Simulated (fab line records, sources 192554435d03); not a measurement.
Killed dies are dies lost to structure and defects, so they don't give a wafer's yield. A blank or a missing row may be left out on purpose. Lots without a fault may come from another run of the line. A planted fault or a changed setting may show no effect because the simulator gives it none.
Split-lot experiment | flow n5_finfet | 7 lots, 21 wafers read, on a route of 1938 steps

THE SPLIT
At N5_BEOL_M12_SPUTTER_43 (material TaN, target thk 15 nm, time 24.19 s), the setting time_s was moved away from the recipe's 24.19 s on 8 of the 21 wafers read, by -14.6% to +13.9%. The other wafers ran this setting at the recipe's value.

The reading is taken at the split's own step.

THE READING
TaN_of_BEOL_M12_SPUTTER_43.thk_nm (the simulator's own value, which no gauge read), in nm, at N5_BEOL_M12_SPUTTER_43 (material TaN, target thk 15 nm, time 24.19 s). The file gives no usual value for it. The 13 wafers here that ran the recipe average 14.9 nm, standard deviation 0.2 nm.

wafer  | tool, chamber at the split | time_s as run, s | against the recipe | TaN_of_BEOL_M12_SPUTTER_43.thk_nm, nm | against lot-mates on the recipe
L076.1 | pvd_sputter-02, -          | 24.19            | recipe             | 15.2                                  | -
L076.2 | pvd_sputter-02, -          | 24.19            | recipe             | 15                                    | -
L076.6 | pvd_sputter-02, -          | 25.24            | +4.3%              | 15.6                                  | +0.5
L074.3 | pvd_sputter-02, -          | 24.19            | recipe             | 15                                    | -
L074.4 | pvd_sputter-02, -          | 24.19            | recipe             | 15.2                                  | -
L074.6 | pvd_sputter-02, -          | 27.56            | +13.9%             | 16.8                                  | +1.7
L078.1 | pvd_sputter-02, -          | 24.19            | recipe             | 15.2                                  | -
L078.3 | pvd_sputter-02, -          | 24.19            | recipe             | 15                                    | -
L078.5 | pvd_sputter-02, -          | 24.19            | recipe             | 14.8                                  | -
L086.3 | pvd_sputter-03, -          | 27.08            | +11.9%             | 16.8                                  | +2.0
L086.4 | pvd_sputter-03, -          | 24.19            | recipe             | 14.8                                  | -
L086.5 | pvd_sputter-03, -          | 27.08            | +11.9%             | 16.4                                  | +1.6
L095.4 | pvd_sputter-02, -          | 27.53            | +13.8%             | 16.8                                  | +2.0
L095.5 | pvd_sputter-02, -          | 27.53            | +13.8%             | 17                                    | +2.2
L095.6 | pvd_sputter-02, -          | 24.19            | recipe             | 14.8                                  | -
L093.4 | pvd_sputter-03, -          | 24.19            | recipe             | 14.8                                  | -
L093.6 | pvd_sputter-03, -          | 24.19            | recipe             | 14.8                                  | -
L093.5 | pvd_sputter-03, -          | 20.65            | -14.6%             | 13                                    | -1.8
L097.1 | pvd_sputter-01, -          | 24.19            | recipe             | 14.6                                  | -
L097.3 | pvd_sputter-01, -          | 24.19            | recipe             | 14.6                                  | -
L097.6 | pvd_sputter-01, -          | 27.5             | +13.7%             | 16.6                                  | +2.0

THE FIT
A straight line over all 21 wafers: TaN_of_BEOL_M12_SPUTTER_43.thk_nm changes by +0.136 nm for each +1% of time_s; r = +0.98; the points scatter about the line by 0.19 nm.
The same after taking each lot's own level away (the mean of its wafers on the recipe; 21 wafers): +0.139 nm for each +1%; r = +0.99; scatter 0.15 nm.
On that fit, the largest move of time_s shifts the reading by 2 nm.
The lots' own levels span 14.60 to 15.10 nm, that is 2.5 times the standard deviation above.
So the lot-to-lot level changes the slope little: the two slopes agree.
Check: with one of the wafers moved furthest among these (-14.6%) left out of the fit, the line predicts -2.13 nm for it against its lot-mates. It came out at -1.8 nm against them.

OTHER SPLITS ON THESE WAFERS
These wafers also went through other splits before the reading. Each is held against what the fit with the lots' levels taken away leaves over:
other split on the same wafers    | wafers away from the commonest value | r with TaN_of_BEOL_M12_SPUTTER_43.thk_nm (lot level and that fit taken away)
N5_BEOL_M10_ILD_DEP_00 time_s     | 9                                    | -0.11
N5_BEOL_M10_COAT_22 spin_rpm      | 7                                    | +0.01
N5_BEOL_M10_PEB_26 peb_time_s     | 3                                    | -0.07
N5_BEOL_M11_VIA_ETCH_34 time_s    | 13                                   | -0.26
N5_BEOL_M11_TRENCH_ETCH_37 time_s | 9                                    | +0.24

THE FILE'S OWN FIT
TaN_of_BEOL_M12_SPUTTER_43.thk_nm changes by +0.137 nm for each +1% of time_s, r = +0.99.
